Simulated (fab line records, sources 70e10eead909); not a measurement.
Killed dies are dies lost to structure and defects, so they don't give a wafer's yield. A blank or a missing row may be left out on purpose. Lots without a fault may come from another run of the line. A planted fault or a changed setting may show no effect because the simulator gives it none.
Which tool did it? | flow nand_harc | 6 lots, 18 wafers sampled, at 5 steps of a route of 1159

WHAT THE GAUGES READ, wafer by wafer
NHARC_END_SORT_01.
lot  | measured     | on        | killed_at_array
L476 | day 20 12:40 | prober-02 | 19 20 20
L481 | day 21 02:13 | prober-01 | 25 27 21

WHICH TOOL RAN EACH LOT (tool, then ch and the chambers of the sampled wafers, then the start)
lot  | NHARC_A_SLIT_ETCH_26             | NHARC_A_WL_FILL_ALD_10           | NHARC_A_WL_FILL_ETCHBACK_16                   | NHARC_A_WL_FILL_ETCHBACK_26
L475 | har_etch-02 ch 0,1, day 14 22:53 | ald_hk-04 ch 0,3, day 16 00:07   | rie_diel-03 ch 1,3, day 16 09:47 or earlier   | rie_si-04 ch 0,3, day 16 09:47
L476 | har_etch-01 ch 0,1, day 15 09:49 | ald_hk-01 ch 1,2,3, day 16 04:25 | rie_diel-03 ch 1,2,3, day 16 13:56 or earlier | rie_si-02 ch 0,1,3, day 16 13:56
L481 | har_etch-01 ch 0,1, day 15 22:01 | ald_hk-01 ch 1,3, day 16 20:31   | rie_diel-03 ch 2,3, day 17 06:06 or earlier   | rie_si-04 ch 0,1,2, day 17 06:06
L483 | har_etch-02 ch 0,1, day 16 16:13 | ald_hk-02 ch 0,1,2, day 17 19:37 | rie_diel-09 ch 0,2, day 18 05:36 or earlier   | rie_si-05 ch 0,1,3, day 18 05:36
L491 | har_etch-02 ch 0,1, day 19 00:37 | ald_hk-04 ch 1,2, day 19 21:19   | rie_diel-09 ch 0,2,3, day 20 10:31 or earlier | rie_si-05 ch 0,1, day 20 10:31
L497 | har_etch-02 ch 0,1, day 20 00:40 | ald_hk-02 ch 1,2,3, day 20 19:36 | rie_diel-10 ch 1,2,3, day 21 05:38 or earlier | rie_si-04 ch 0,2,3, day 21 05:38
- NHARC_A_SLIT_ETCH_26: etches the open film in C4F8/O2/Ar, time 90 s, target depth 400 nm.
- NHARC_A_WL_FILL_ALD_10: deposits SiO2, target thk 50 nm, pulse time 10 s, ald cycles 500.
- NHARC_A_WL_FILL_ETCHBACK_16: etches the open film in C4F8/O2/Ar, target depth 88 nm, time 17.6 s.
- NHARC_A_WL_FILL_ETCHBACK_26: etches the open film in HBr, target depth 52 nm, time 13.3 s.

THE ANSWER, worked out from the rows above alone
Rule: what is usual is taken from the lots themselves. Put in order of their means at a reading, lots are off if they are a third of the lots or fewer, leave a main group of 4 or more, and stand apart from it by a gap of 3 or more times the standard deviation of the main group's means; of several such gaps the widest counts. A main group whose means are all the same, to the digits that the tables above print for the reading, isn't used. A lot without any number at a reading at which 4 lots or more have one is off too. The other lots that the step has rows for count as sound.
No lot is off at any reading shown: from this, nothing can be told.

WHAT THE SIMULATOR HAD PUT IN
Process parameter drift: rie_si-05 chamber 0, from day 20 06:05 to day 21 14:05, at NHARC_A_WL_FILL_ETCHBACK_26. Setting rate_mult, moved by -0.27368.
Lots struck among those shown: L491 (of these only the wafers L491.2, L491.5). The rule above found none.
